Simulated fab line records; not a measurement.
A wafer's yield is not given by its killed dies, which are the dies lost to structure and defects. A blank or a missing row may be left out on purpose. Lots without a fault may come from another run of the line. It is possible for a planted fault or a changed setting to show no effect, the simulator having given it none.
fab line records | flow n5_finfet | part 2 of 2: steps 5 to 6 of 6
record: lots: 20 wafers: 60 last_day: 18
route steps=1938 shown STI_FIN_REVEAL@190 DUMMY_GATE@214
lots that met no fault: taken from a fault-free run of the same line
start_h: start of the lot's first displayed wafer, in hours after the record's first day | wait_h: time in hours since the lot's previous step | " as in the row above | L1.1+2: one row covering several wafers at once | - value missing, or start not given | * or withheld: withheld | < > ~ a bound
route shown NAME@n: a module of which the file shows steps, and the number in the route of the first | usual: the fault-free wafers' mean and standard deviation | same: alike in all rows | chamber/n: place in a boat | sites: the reading at each site | _std_site: their standard deviation | _edge_site: mean of outer sites minus mean of inner sites | radius_mm: for every site, how far away it sits from the centre of the wafer | mask NAME#n: copy n | behind: the last tool/chamber to shape the wafer | hold: reason for holding the lot/hours on hold/outcome of the hold | device: names the non-switching transistor (n, p or np) | end of line: the same wafers' tests at the end of the route | step lacking rows: just its recipe | killed: not the wafer's yield, but the dies lost to structure and defects at the first sort | map: dies across one wafer; x = killed, . = not, _ = none there
set.NAME: the setting the step ran with; set.NAME@STEP: the setting that earlier step ran with | model.NAME: the simulator's own value behind a step, which no gauge read
route steps across a sampled set of lots; one table per step, one row per wafer
services: the hour from which a tool's chamber was out of use, counted from the record's first day as start_h (under 0 if before that day), plus the number of hours and why
== steps ==
step: N5_DUMMY_GATE_ETCH_36
recipe: chemistry: CF4 target: SiARC target_depth_a: 130 pressure_mtorr: 40 source_w: 545 bias_w: 36 Ar_flow_sccm: 100 cf4_flow_sccm: 100 ion_energy_ev: 80
usual: drypump_motor_current_A: 5.6/0.45 oes_product_au: 0.78/0.074 rf_fwd_power_W: 538.9/2.2 rf_vpp_V: 184.1/1 showerhead_plenum_p_Torr: 2.15/0.057 throttle_valve_pct: 15.57/0.13
columns lot.wafer tool chamber start_h wait_h drypump_motor_current_A oes_product_au rf_fwd_power_W rf_hours_counter_h rf_vpp_V showerhead_plenum_p_Torr throttle_valve_pct
L074.3 rie_diel-05 3 47.65 0.0 5.8 0.77 539.2 106 183.8 2.15 15.56
L074.4 " 2 " " 6.1 0.80 537.0 108 185.9 2.16 15.50
L074.6 " 3 " " 5.9 0.78 536.6 - 184.1 2.15 15.56
L075.2 rie_diel-03 2 52.89 0.0 5.4 0.68 535.5 238 183.6 2.12 15.90
L075.4 " 3 " " 6.2 0.89 540.0 29 183.6 2.09 15.45
L075.5 " 0 " " 5.6 0.79 538.0 - 185.9 2.15 15.45
L076.1 rie_diel-05 2 59.66 0.0 6.1 0.79 535.2 112 182.7 2.16 15.52
L076.4 " 1 " " 5.8 0.76 538.4 134 183.9 2.07 15.40
L076.6 " 3 " " 5.8 0.77 539.6 - 183.7 2.15 15.56
L077.1 rie_diel-04 1 63.96 0.0 4.9 0.93 546.1 21 183.6 2.28 15.53
L077.3 " 3 " " 5.3 0.74 541.1 133 185.2 2.24 15.77
L077.4 " 0 " " 5.6 0.78 535.0 136 183.7 2.15 15.56
L078.1 rie_diel-03 2 71.70 0.0 5.4 0.68 539.8 245 183.5 2.11 15.93
L078.4 " 0 " " 5.6 0.79 536.5 142 183.5 2.15 15.44
L078.6 " 2 " " 5.4 0.67 540.4 - 182.2 2.11 15.92
L079.1 rie_diel-05 2 77.30 0.0 6.1 0.79 537.7 116 183.5 2.16 15.51
L079.5 " 2 " " 6.1 0.79 535.8 - 185.0 2.16 15.50
L079.6 " 3 " " 5.8 0.76 538.9 - 184.3 2.15 15.58
L080.1 rie_diel-05 0 88.16 0.0 4.8 0.72 543.2 193 184.4 2.21 15.69
L080.3 " 1 " " 5.8 0.76 536.7 140 183.1 2.06 15.44
L080.4 " 2 " " 6.1 0.79 535.1 119 184.8 2.16 15.55
L081.2 rie_diel-05 2 92.08 0.0 6.1 0.79 535.8 120 184.8 2.16 15.52
L081.3 " 3 " " 5.8 0.76 539.2 116 184.3 2.15 15.57
L081.4 " 1 " " 5.8 0.76 539.3 141 181.8 2.07 15.44
L082.4 rie_diel-05 3 97.20 0.0 5.8 0.75 540.0 119 184.2 2.15 15.58
L082.5 " 1 " " 5.8 0.76 537.9 - 182.8 2.06 15.45
L082.6 " 2 " " 6.1 0.78 536.0 - 183.8 2.16 15.53
L084.3 rie_diel-05 1 105.88 0.0 5.8 0.75 538.2 146 183.9 2.06 15.46
L084.5 " 3 " " 5.9 0.75 537.3 - 183.8 2.15 15.59
L084.6 " 0 " " 4.8 0.71 539.4 - 185.7 2.20 15.70
L085.2 rie_diel-04 0 115.40 0.0 5.6 0.77 533.6 150 183.2 2.14 15.59
L085.3 " 1 " " 4.9 0.91 542.7 36 184.9 2.27 15.56
L085.6 " 3 " " 5.3 0.73 540.2 - 185.9 2.24 15.79
L086.4 rie_diel-05 0 117.99 0.0 4.7 0.71 540.8 203 184.9 2.20 15.70
L086.5 " 2 " " 6.1 0.78 536.2 - 185.3 2.15 15.53
L086.6 " 3 " " 5.8 0.75 538.3 - 183.0 2.15 15.58
L088.1 rie_diel-03 3 129.94 0.0 6.2 0.84 541.2 55 183.4 2.09 15.50
L088.2 " 1 " " 5.3 0.73 541.7 192 185.0 2.22 15.75
L088.4 " 0 " " 5.6 0.77 539.9 161 184.8 2.14 15.47
L090.1 rie_diel-05 0 143.42 0.0 4.8 0.70 538.3 212 185.8 2.20 15.71
L090.3 " 3 " " 5.8 0.75 541.2 134 184.7 2.15 15.62
L090.6 " 3 " " 5.8 0.75 540.3 - 184.4 2.15 15.62
L091.1 rie_diel-03 0 148.88 0.0 5.6 0.76 539.3 167 183.3 2.14 15.51
L091.2 " 2 " " 5.4 0.96 540.1 8 183.8 2.11 15.45
L091.3 " 1 " " 5.3 0.73 536.8 197 184.5 2.21 15.75
L092.4 rie_diel-03 1 154.32 0.0 5.3 0.72 539.1 199 184.5 2.21 15.76
L092.5 " 1 " " 5.3 0.72 536.9 - 185.9 2.21 15.76
L092.6 " 2 " " 5.4 0.96 540.0 - 183.8 2.11 15.44
L093.1 rie_diel-03 1 160.88 0.0 5.2 0.72 538.5 200 184.4 2.21 15.76
L093.2 " 3 " " 6.2 0.83 539.6 65 184.0 2.08 15.52
L093.4 " 0 " " 5.6 0.75 542.8 171 184.6 2.14 15.51
L095.2 rie_diel-04 2 172.00 0.0 5.3 0.95 543.2 12 183.6 2.11 15.27
L095.4 " 3 " " 5.3 0.73 540.5 165 184.1 2.23 15.84
L095.6 " 3 " " 5.2 0.72 538.3 - 185.2 2.23 15.83
L096.1 rie_diel-04 3 177.35 0.0 5.2 0.71 539.5 167 184.1 2.23 15.83
L096.2 " 1 " " 4.9 0.88 540.8 53 185.7 2.27 15.58
L096.3 " 2 " " 5.3 0.93 538.3 14 183.7 2.11 15.28
L097.1 rie_diel-05 0 185.70 0.0 4.8 0.70 537.2 224 183.8 2.20 15.76
L097.2 " 3 " " 5.8 0.73 538.8 147 184.6 2.14 15.62
L097.5 " 0 " " 4.8 0.69 536.6 - 184.2 2.20 15.75
step: N5_DUMMY_GATE_ETCH_42
recipe: chemistry: CHF3/O2 target: SiO2 target_depth_a: 35 time_s: 31 ion_energy_ev: 30 bias_w: 12 pressure_mtorr: 30 source_w: 600 Ar_flow_sccm: 200 CHF3_flow_sccm: 50 O2_flow_sccm: 5
usual: drypump_motor_current_A: 5.5/0.41 oes_ar_750_au: 0.79/0.074 oes_product_au: 0.79/0.079 rf_fwd_power_W: 594.4/2.2 rf_vpp_V: 42.5/0.86 showerhead_plenum_p_Torr: 2.43/0.069 throttle_valve_pct: 18.77/0.13
columns lot.wafer tool chamber start_h wait_h drypump_motor_current_A oes_ar_750_au oes_product_au rf_fwd_power_W rf_hours_counter_h rf_vpp_V showerhead_plenum_p_Torr throttle_valve_pct
L074.3 rie_diel-04 3 48.47 0.0 5.3 0.76 0.75 596.4 129 42.5 2.53 18.99
L074.4 " 0 " " 5.6 0.79 0.79 591.6 131 41.0 2.41 18.71
L074.6 " 0 " " 5.6 0.78 0.78 591.1 - 42.5 2.41 18.72
L075.2 rie_diel-03 2 53.78 0.1 5.4 0.69 0.69 594.2 239 42.7 2.38 19.03
L075.4 " 1 " " 5.3 0.75 0.75 595.4 165 42.6 2.51 18.86
L075.5 " 1 " " 5.3 0.75 0.75 598.2 - 42.0 2.51 18.85
L076.1 rie_diel-04 2 60.70 0.2 5.3 0.70 0.70 596.3 235 42.4 2.39 18.84
L076.4 " 0 " " 5.6 0.79 0.78 590.5 135 42.0 2.41 18.73
L076.6 " 0 " " 5.6 0.78 0.78 589.5 - 41.9 2.41 18.75
L077.1 rie_diel-04 3 64.82 0.0 5.3 0.75 0.75 594.8 134 41.8 2.53 18.98
L077.3 " 0 " " 5.6 0.79 0.79 593.0 136 42.7 2.41 18.73
L077.4 " 2 " " 5.3 0.69 0.70 596.9 236 41.5 2.39 18.83
L078.1 rie_diel-03 3 72.61 0.1 6.2 0.86 0.86 594.8 35 43.5 2.36 18.67
L078.4 " 0 " " 5.6 0.78 0.78 595.2 143 42.5 2.42 18.60
L078.6 " 1 " " 5.2 0.74 0.75 594.1 - 42.9 2.51 18.89
L079.1 rie_diel-05 3 78.27 0.0 5.9 0.77 0.78 595.3 113 42.7 2.42 18.76
L079.5 " 2 " " 6.1 0.79 0.80 590.6 - 43.8 2.43 18.66
L079.6 " 1 " " 5.8 0.76 0.76 594.2 - 41.3 2.33 18.62
L080.1 rie_diel-05 2 88.97 0.0 6.1 0.79 0.79 590.1 119 43.0 2.42 18.66
L080.3 " 3 " " 5.8 0.76 0.77 594.8 116 41.6 2.42 18.76
L080.4 " 0 " " 4.8 0.72 0.72 597.2 194 41.6 2.49 18.84
L081.2 rie_diel-03 3 92.89 0.0 6.2 0.85 0.86 599.0 40 42.9 2.36 18.69
L081.3 " 1 " " 5.2 0.74 0.74 594.6 177 42.1 2.50 18.88
L081.4 " 2 " " 5.4 0.69 0.68 590.8 - 42.5 2.37 19.05
L082.4 rie_diel-03 0 98.20 0.1 5.6 0.77 0.77 596.3 - 42.6 2.41 18.61
L082.5 " 3 " " 6.2 0.85 0.85 595.9 - 44.3 2.35 18.69
L082.6 " 1 " " 5.2 0.74 0.74 598.3 - 42.8 2.50 18.90
L084.3 rie_diel-04 2 106.81 0.0 5.3 0.69 0.68 598.0 249 41.4 2.38 18.84
L084.5 " 3 " " 5.3 0.74 0.74 591.8 - 43.7 2.52 19.01
L084.6 " 0 " " 5.6 0.77 0.77 590.1 - 42.3 2.41 18.75
L085.2 rie_diel-03 0 116.34 0.2 5.6 0.77 0.75 594.6 157 43.1 2.41 18.62
L085.3 " 1 " " 5.3 0.73 0.72 594.7 188 41.6 2.50 18.90
L085.6 " 1 " " 5.2 0.73 0.73 595.0 - 42.7 2.50 18.91
L086.4 rie_diel-05 0 118.83 0.0 4.8 0.71 0.72 595.8 203 42.7 2.48 18.84
L086.5 " 1 " " 5.8 0.75 0.75 595.5 - 41.4 2.33 18.63
L086.6 " 0 " " 4.8 0.71 0.72 598.1 - 43.4 2.48 18.86
L088.1 rie_diel-05 0 130.76 0.0 4.8 0.71 0.72 595.0 207 42.7 2.48 18.85
L088.2 " 1 " " 5.8 0.75 0.75 595.5 153 40.1 2.32 18.67
L088.4 " 2 " " 6.1 0.78 0.78 591.7 131 41.6 2.42 18.69
L090.1 rie_diel-03 1 144.34 0.0 5.3 0.73 0.73 595.7 196 42.1 2.50 18.92
L090.3 " 0 " " 5.6 0.76 0.75 592.5 166 42.4 2.41 18.65
L090.6 " 0 " " 5.6 0.76 0.76 594.1 - 42.5 2.41 18.63
L091.1 rie_diel-03 0 149.69 0.0 5.6 0.76 0.76 594.5 168 43.1 2.41 18.63
L091.2 " 1 " " 5.2 0.73 0.72 592.6 198 44.5 2.49 18.94
L091.3 " 2 " " 5.4 0.94 0.96 593.3 8 42.6 2.37 18.67
L092.4 rie_diel-03 0 155.27 0.0 5.6 0.76 0.76 595.9 169 43.4 2.40 18.65
L092.5 " 0 " " 5.6 0.75 0.76 595.6 - 41.8 2.40 18.64
L092.6 " 3 " " 6.2 0.82 0.83 593.0 - 42.6 2.35 18.72
L093.1 rie_diel-04 3 161.69 0.0 5.3 0.73 0.72 596.2 163 42.0 2.51 19.03
L093.2 " 0 " " 5.7 0.76 0.75 591.0 164 42.7 2.40 18.79
L093.4 " 2 " " 5.3 0.95 0.95 596.1 10 42.0 2.38 18.47
L095.2 rie_diel-04 3 173.04 0.3 5.2 0.72 0.72 594.5 166 41.9 2.51 19.03
L095.4 " 2 " " 5.3 0.93 0.95 594.6 13 43.3 2.38 18.49
L095.6 " 3 " " 5.2 0.72 0.72 594.1 - 41.6 2.51 19.03
L096.1 rie_diel-04 2 178.16 0.0 5.3 0.93 0.93 596.5 14 42.7 2.37 18.49
L096.2 " 1 " " 4.9 0.87 0.88 594.5 53 43.3 2.55 18.82
L096.3 " 0 " " 5.6 0.75 0.75 589.1 169 40.4 2.40 18.79
L097.1 rie_diel-05 1 186.51 0.0 5.8 0.73 0.73 592.0 169 41.9 2.32 18.68
L097.2 " 2 " " 6.1 0.77 0.77 590.3 143 43.5 2.42 18.71
L097.5 " 2 " " 6.1 0.77 0.75 591.5 - 43.8 2.42 18.71
== services ==
columns tool chamber start_h hours kind
rie_diel-02 - 12.98 14.6 pm
rie_diel-06 2 31.04 3.7 repair
rie_diel-02 - 45.09 0.2 repair
rie_diel-06 3 49.29 - clean
rie_diel-06 3 49.29 - consumable_replace:focus_ring
rie_diel-02 - 54.30 2.8 pm
rie_diel-01 0 59.30 9.6 repair
rie_diel-06 1 74.57 7.5 repair
rie_diel-05 0 75.90 2.3 repair
rie_diel-03 2 95.08 - clean
rie_diel-03 2 95.08 - consumable_replace:focus_ring
rie_diel-03 2 95.08 27.3 scheduled_down
rie_diel-03 2 95.08 27.3 vent_cycle
rie_diel-02 2 95.57 12.9 repair
ald_sin-01 - 115.62 6.5 repair
rie_diel-01 3 126.25 - clean
rie_diel-01 3 126.25 - consumable_replace:focus_ring
rie_diel-01 3 126.25 31.0 scheduled_down
rie_diel-01 3 126.25 31.0 vent_cycle
rie_diel-05 2 133.74 16.1 repair
ald_sin-01 1 145.65 7.3 repair
rie_diel-02 2 170.33 32.7 repair
rie_diel-04 3 177.55 5.5 repair
ald_sin-01 - 178.16 14.0 pm
